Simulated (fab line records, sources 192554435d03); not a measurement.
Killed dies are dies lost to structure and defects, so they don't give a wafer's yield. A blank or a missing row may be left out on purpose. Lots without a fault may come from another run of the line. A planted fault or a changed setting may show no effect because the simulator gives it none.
A struck lot beside a sound one | flow n5_finfet | 37 steps out of a route of 1938
Sound: wafers L527.3, L527.5, L527.6. Struck: wafer L516.4. (L516.5, L516.6 of the same lot were not struck and are left out.) The cause comes at the end.
At each step with rows: each side's tool, then ch and its chambers, then its first start. Under that, the readings that differ: sound wafers | struck wafers | difference of the means | sigmas: that difference in standard deviations of wafers without a fault.
alike: readings whose means differ by less than 2 such deviations, and words and numbers that are the same on both sides. not compared: withheld readings, readings that some wafer has no value for, bounds like >300 that may hide the same value, and numbers for which the record gives no deviation and whose values overlap.
The two part at a step that has a row with sigmas, a row that says differs or no value, or rows on one side only. Numbers that don't overlap but have no deviation are shown without sigmas and don't part them. A reading that every wafer of one side lacks parts them only if that side has two wafers or more.

first, 9 steps without rows for these wafers: N5_BEOL_M10_ALD_74 (deposits TaN, target thk 2 nm, pulse time 2 s, purge time 3 s); N5_BEOL_M10_SURFACE_TREAT_76; N5_BEOL_M10_CVD_75 (deposits Co from CCTBA/H2, target thk 2 nm, time 138.9 s); N5_BEOL_M10_SPUTTER_48 (material Cu, target thk 12 nm, time 2 s); N5_BEOL_M10_ECD_50 (material Cu, target thk 318 nm); N5_BEOL_M10_ANNEAL_51 (time 90 s); N5_BEOL_M10_CMP_52 (polishes, stops on SiCOH lowk, t overpolish 7 s, target thk 140 nm); N5_BEOL_M10_PRE_CLEAN_55 (time 15 s); N5_BEOL_M10_DEP_56 (deposits SiCN from 3MS/NH3, target thk 15 nm, time 26.5 s).
N5_BEOL_M11_ILD_DEP_00: deposits SiCOH lowk from DEMS/porogen, target thk 308.51 nm, time 58 s.
  sound on pecvd-02 ch 0,1,2, day 15 18:01; struck on pecvd-01 ch 0, day 13 01:23
  reading                                             | sound                | struck | difference | sigmas
  susceptor_temp_C (C)                                | 300.17 299.86 300.24 | 314.62 | +14.53     | +69
  model.SiCOH_lowk_of_BEOL_M11_ILD_DEP_00.thk_nm (nm) | 306.8 309.4 308      | 288.2  | -19.9      |
  alike: heater_power_w, showerhead_plenum_p_Torr, showerhead_vpp_V, throttle_valve_pct
then, 1 step without rows for these wafers: N5_BEOL_M11_CURE_71 (cures SiCOH lowk, time 240 s).
N5_BEOL_M11_THK_MEAS_01:
  sound on film_metro-02, day 15 19:05; struck on film_metro-02, day 13 01:56
  reading          | sound       | struck | difference | sigmas
  M11_ILD_THK (nm) | 267 269 267 | 250    | -18        | -6
then, 23 steps without rows for these wafers: N5_BEOL_M11_PECVD_70 (deposits SiO2 from TEOS/O2, target thk 20 nm, time 22.7 s); N5_BEOL_M11_HM_DEP_02 (deposits TiN, target thk 20 nm); N5_BEOL_M11_COAT_59 (time 60 s, resist thk 100 nm); N5_BEOL_M11_COAT_60 (time 60 s, resist thk 30 nm); N5_BEOL_M11_COAT_05 (resist thk 90 nm); N5_BEOL_M11_EBR_07; N5_BEOL_M11_SOFTBAKE_06 (time 60 s); N5_BEOL_M11_EXPOSE_08 (exposes mask M11); N5_BEOL_M11_PEB_09 (peb time 60 s); N5_BEOL_M11_DEVELOP_10 (develop time 30 s); N5_BEOL_M11_DESCUM_16 (chemistry O2, time 7.9 s); N5_BEOL_M11_ETCH_61 (etches SiARC in CF4, target depth 39 nm, time 65 s); N5_BEOL_M11_ETCH_62 (etches SOC in N2/H2, target depth 110 nm, overetch 22 nm, time 165 s); N5_BEOL_M11_STRIP_68 (strips in N2/H2); N5_BEOL_M11_STRIP_67 (strips in CF4); N5_BEOL_M11_HM_OPEN_17 (chemistry Cl2/BCl3, target TiN, target depth 20 nm, overetch 6 nm); N5_BEOL_M11_STRIP_19 (strips in O2); N5_BEOL_M11_COAT_63 (time 60 s, resist thk 100 nm); N5_BEOL_M11_COAT_64 (time 60 s, resist thk 30 nm); N5_BEOL_M11_COAT_22 (resist thk 90 nm); N5_BEOL_M11_EBR_24; N5_BEOL_M11_SOFTBAKE_23 (time 60 s); N5_BEOL_M11_EXPOSE_25 (exposes mask V10).
N5_BEOL_M11_CMP_52: polishes, stops on SiCOH lowk, t overpolish 7 s, target thk 140 nm.
  sound on cmp-04 ch 0,1,2, day 16 01:01; struck on cmp-03 ch 1, day 13 07:56
  reading                                             | sound             | struck | difference | sigmas
  model.SiCOH_lowk_of_BEOL_M11_ILD_DEP_00.thk_nm (nm) | 263.4 265.8 264.6 | 247    | -18        |
  alike: head_pressure_psi, motor_current_A
N5_PASSIVATION_PROBE_49:
  the record has rows for the struck wafers here (prober-01, day 14 23:14) and none for the sound ones

WHERE THEY PART
First at N5_BEOL_M11_ILD_DEP_00; last, within this record, at N5_PASSIVATION_PROBE_49.

WHY: what the simulator had put in
Process parameter drift: pecvd-01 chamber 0, from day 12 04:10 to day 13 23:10, at N5_BEOL_M11_ILD_DEP_00. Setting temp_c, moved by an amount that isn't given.
